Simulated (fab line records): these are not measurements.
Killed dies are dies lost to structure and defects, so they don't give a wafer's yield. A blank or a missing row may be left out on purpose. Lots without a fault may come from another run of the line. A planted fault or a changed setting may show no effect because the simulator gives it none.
Struck lot and sound lot, side by side | flow nand-harc | 14 out of 1302 route steps
Sound: the wafers L282.1, L282.4, L282.6. Struck: wafers L287.2, L287.6. (L287.1 of the same lot was not struck and is left out.) The cause comes at the end.
Per side, at each step with rows, come the tool, then ch with its chambers, and then its first start. Under that, the readings that differ: sound wafers | struck wafers | difference of the means | sigmas: that difference in standard deviations of wafers without a fault.
alike: readings whose means differ by less than 2 such deviations, and words and numbers that are the same on both sides. not compared: withheld readings, readings that some wafer has no value for, bounds like >300 that may hide the same value, and numbers for which the record gives no deviation and whose values overlap.
The two part at a step that has a row with sigmas, a row that says differs or no value, or rows on one side only. Numbers that don't overlap but have no deviation are shown without sigmas and don't part them. A reading missing from all wafers of one side parts the sides only when that side holds two or more wafers.

first, 3 steps without rows for these wafers: NHARC_A_STAIRCASE_ETCH_13 (etches the open film in C4F8/O2, target depth 100 nm, time 40.5 s); NHARC_A_STAIRCASE_TRIM_14 (chemistry O2, time 211.2 s); NHARC_A_STAIRCASE_ETCH_15 (etches the open film in C4F8/O2, target depth 100 nm, time 40.5 s).
NHARC_A_STAIRCASE_TRIM_16: chemistry O2, time 211.2 s.
  sound: rie-diel-04 ch 0,1; struck: rie-diel-04 ch 2,3
  alike: drypump-motor-current-A, oes-product-au, rf-vpp-V, showerhead-plenum-p-Torr, throttle-valve-pct
  not compared: rf-hours-counter-h
then, 2 steps without rows for these wafers: NHARC_A_STAIRCASE_ETCH_17 (etches the open film in C4F8/O2, target depth 100 nm, time 40.5 s); NHARC_A_STAIRCASE_TRIM_18 (chemistry O2, time 211.2 s).
NHARC_A_STAIRCASE_ETCH_19: etches the open film in C4F8/O2, target depth 100 nm, time 40.5 s.
  sound: rie-diel-04 ch 0,1,2; struck: rie-diel-04 ch 2
  alike: oes-product-au, rf-vpp-V
  not compared: rf-hours-counter-h
then, 1 step without rows for these wafers: NHARC_A_STAIRCASE_TRIM_20 (chemistry O2, time 211.2 s).
NHARC_A_STAIRCASE_ETCH_21: etches the open film in C4F8/O2, target depth 100 nm, time 40.5 s.
  sound: rie-diel-07 ch 1,2,3; struck: rie-diel-04 ch 0,2
  alike: oes-product-au, rf-vpp-V
  not compared: rf-hours-counter-h
NHARC_A_STAIRCASE_TRIM_22: chemistry O2, time 211.2 s.
  sound: rie-diel-07 ch 0,2,3; struck: rie-diel-04 ch 1,3
  reading               | sound             | struck      | difference | sigmas
  oes-product-au (a.u.) | 0.989 0.989 0.999 | 1.005 1.026 | +0.023     | +2
  alike: drypump-motor-current-A, rf-vpp-V, showerhead-plenum-p-Torr, throttle-valve-pct
  not compared: rf-hours-counter-h
then, 1 step without rows for these wafers: NHARC_A_STAIRCASE_ETCH_23 (etches the open film in C4F8/O2, target depth 100 nm, time 40.5 s).
NHARC_A_STAIRCASE_TRIM_24: chemistry O2, time 211.2 s.
  sound on rie-diel-07 ch 1,2,3, day 16 22:44; struck on rie-diel-04 ch 0, day 18 21:41
  reading               | sound             | struck      | difference | sigmas
  oes-product-au (a.u.) | 1.011 0.994 0.990 | 0.788 0.787 | -0.211     | -19
  alike: drypump-motor-current-A, rf-vpp-V, showerhead-plenum-p-Torr, throttle-valve-pct
  not compared: rf-hours-counter-h
NHARC_A_STAIRCASE_ETCH_25: etches the open film in C4F8/O2, target depth 100 nm, time 40.5 s.
  sound: rie-diel-07 ch 1,2,3; struck: rie-diel-04 ch 1,2
  alike: oes-product-au, rf-vpp-V
  not compared: rf-hours-counter-h
-- break in the record here, with 9 days between the starts of the struck wafers on either side (left off in module A_STAIRCASE, picked up again in module END, where the first step shown is number 1302 on the route) --
NHARC_END_SORT_01:
  here the record holds rows for the struck wafers (prober-01 ch 0, day 27 11:59) but none for the sound ones

== WHERE THEY PART ==
Earliest at NHARC_A_STAIRCASE_TRIM_22; latest, in this record, at NHARC_END_SORT_01.

WHY: what had been put in by the simulator
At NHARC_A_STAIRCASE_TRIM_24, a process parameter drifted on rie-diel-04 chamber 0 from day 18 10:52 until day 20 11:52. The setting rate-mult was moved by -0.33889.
